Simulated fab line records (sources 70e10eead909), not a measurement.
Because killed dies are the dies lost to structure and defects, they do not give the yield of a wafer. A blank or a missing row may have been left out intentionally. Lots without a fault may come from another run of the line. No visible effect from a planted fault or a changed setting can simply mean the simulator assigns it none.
Chamber matching || flow nandHarc || NHARC_A_STAIRCASE_ETCH_313 on rieDiel-05 has 4 sister chambers
The step etches the open film in CF4/CHF3. 18 wafers are shown with their chamber, then 9 later ones without.

== EACH WAFER AND ITS CHAMBER ==
{"wafer": "L075.3", "chamber": 1, "drypumpMotorCurrentA (A)": 4.9, "showerheadPlenumPTorr (Torr)": 1.61, "rfVppV (V)": 371.9}
{"wafer": "L075.4", "chamber": 3, "drypumpMotorCurrentA (A)": 5.3, "showerheadPlenumPTorr (Torr)": 1.61, "rfVppV (V)": 372.5}
{"wafer": "L075.6", "chamber": 0, "drypumpMotorCurrentA (A)": 6.0, "showerheadPlenumPTorr (Torr)": 1.49, "rfVppV (V)": 368.3}
{"wafer": "L080.1", "chamber": 0, "drypumpMotorCurrentA (A)": 6.0, "showerheadPlenumPTorr (Torr)": 1.49, "rfVppV (V)": 367.6}
{"wafer": "L080.2", "chamber": 2, "drypumpMotorCurrentA (A)": 5.7, "showerheadPlenumPTorr (Torr)": 1.47, "rfVppV (V)": 367.8}
{"wafer": "L080.5", "chamber": 2, "drypumpMotorCurrentA (A)": 5.7, "showerheadPlenumPTorr (Torr)": 1.47, "rfVppV (V)": 366.3}
{"wafer": "L082.1", "chamber": 0, "drypumpMotorCurrentA (A)": 6.0, "showerheadPlenumPTorr (Torr)": 1.49, "rfVppV (V)": 367.9}
{"wafer": "L082.2", "chamber": 1, "drypumpMotorCurrentA (A)": 4.9, "showerheadPlenumPTorr (Torr)": 1.60, "rfVppV (V)": 371.0}
{"wafer": "L082.6", "chamber": 1, "drypumpMotorCurrentA (A)": 4.9, "showerheadPlenumPTorr (Torr)": 1.60, "rfVppV (V)": 372.0}
{"wafer": "L083.2", "chamber": 0, "drypumpMotorCurrentA (A)": 6.0, "showerheadPlenumPTorr (Torr)": 1.49, "rfVppV (V)": 367.0}
{"wafer": "L083.5", "chamber": 1, "drypumpMotorCurrentA (A)": 4.9, "showerheadPlenumPTorr (Torr)": 1.60, "rfVppV (V)": 370.8}
{"wafer": "L083.6", "chamber": 2, "drypumpMotorCurrentA (A)": 5.7, "showerheadPlenumPTorr (Torr)": 1.46, "rfVppV (V)": 366.4}
{"wafer": "L084.2", "chamber": 0, "drypumpMotorCurrentA (A)": 6.0, "showerheadPlenumPTorr (Torr)": 1.49, "rfVppV (V)": 367.2}
{"wafer": "L084.4", "chamber": 2, "drypumpMotorCurrentA (A)": 5.8, "showerheadPlenumPTorr (Torr)": 1.46, "rfVppV (V)": 364.8}
{"wafer": "L084.6", "chamber": 2, "drypumpMotorCurrentA (A)": 5.7, "showerheadPlenumPTorr (Torr)": 1.46, "rfVppV (V)": 368.4}
{"wafer": "L087.2", "chamber": 0, "drypumpMotorCurrentA (A)": 6.0, "showerheadPlenumPTorr (Torr)": 1.48, "rfVppV (V)": 367.0}
{"wafer": "L087.3", "chamber": 1, "drypumpMotorCurrentA (A)": 4.9, "showerheadPlenumPTorr (Torr)": 1.60, "rfVppV (V)": 371.3}
{"wafer": "L087.5", "chamber": 2, "drypumpMotorCurrentA (A)": 5.7, "showerheadPlenumPTorr (Torr)": 1.46, "rfVppV (V)": 365.8}

SIGNATURES (means of the wafers above)
{"reading": "drypumpMotorCurrentA", "chamber 0": 6.000, "chamber 1": 4.900, "chamber 2": 5.717, "chamber 3": 5.300, "scatter within a chamber": 0.0244}
{"reading": "showerheadPlenumPTorr", "chamber 0": 1.4883, "chamber 1": 1.6020, "chamber 2": 1.4633, "chamber 3": 1.6100, "scatter within a chamber": 0.0046}
{"reading": "rfVppV", "chamber 0": 367.500, "chamber 1": 371.400, "chamber 2": 366.583, "chamber 3": 372.500, "scatter within a chamber": 0.896}
Rule: for each reading, subtract the chamber's mean from the wafer's reading, divide by that reading's scatter and square the result; add these up over the readings and take the root, which gives the wafer's distance from the chamber. The wafer belongs to the nearest chamber; if the next one is less than 2 further off, it can't be placed. How the scatter is found: for the shown wafers, subtract from each reading the mean of its chamber, square and add these, divide the total by (wafers less chambers), then take the root.

== WAFERS WITHOUT THEIR CHAMBER ==
{"wafer": "L089.1", "drypumpMotorCurrentA (A)": 4.9, "showerheadPlenumPTorr (Torr)": 1.60, "rfVppV (V)": 371.5}
{"wafer": "L089.5", "drypumpMotorCurrentA (A)": 5.2, "showerheadPlenumPTorr (Torr)": 1.60, "rfVppV (V)": 371.9}
{"wafer": "L089.6", "drypumpMotorCurrentA (A)": 6.0, "showerheadPlenumPTorr (Torr)": 1.48, "rfVppV (V)": 367.4}
{"wafer": "L091.1", "drypumpMotorCurrentA (A)": 5.3, "showerheadPlenumPTorr (Torr)": 1.60, "rfVppV (V)": 371.7}
{"wafer": "L091.4", "drypumpMotorCurrentA (A)": 6.0, "showerheadPlenumPTorr (Torr)": 1.48, "rfVppV (V)": 366.7}
{"wafer": "L091.5", "drypumpMotorCurrentA (A)": 5.7, "showerheadPlenumPTorr (Torr)": 1.46, "rfVppV (V)": 367.1}
{"wafer": "L096.2", "drypumpMotorCurrentA (A)": 6.0, "showerheadPlenumPTorr (Torr)": 1.48, "rfVppV (V)": 366.6}
{"wafer": "L096.3", "drypumpMotorCurrentA (A)": 4.9, "showerheadPlenumPTorr (Torr)": 1.59, "rfVppV (V)": 372.0}
{"wafer": "L096.5", "drypumpMotorCurrentA (A)": 5.2, "showerheadPlenumPTorr (Torr)": 1.60, "rfVppV (V)": 371.7}

== THE CHAMBER EACH PASSED THROUGH ==
{"wafer": "L089.1", "from the rows above": 1, "in truth": 1}
{"wafer": "L089.5", "from the rows above": 3, "in truth": 3}
{"wafer": "L089.6", "from the rows above": 0, "in truth": 0}
{"wafer": "L091.1", "from the rows above": 3, "in truth": 3}
{"wafer": "L091.4", "from the rows above": 0, "in truth": 0}
{"wafer": "L091.5", "from the rows above": 2, "in truth": 2}
{"wafer": "L096.2", "from the rows above": 0, "in truth": 0}
{"wafer": "L096.3", "from the rows above": 1, "in truth": 1}
{"wafer": "L096.5", "from the rows above": 3, "in truth": 3}
Correctly placed: 9 of 9. From these rows, 0 cannot be placed. Number placed wrongly: 0.
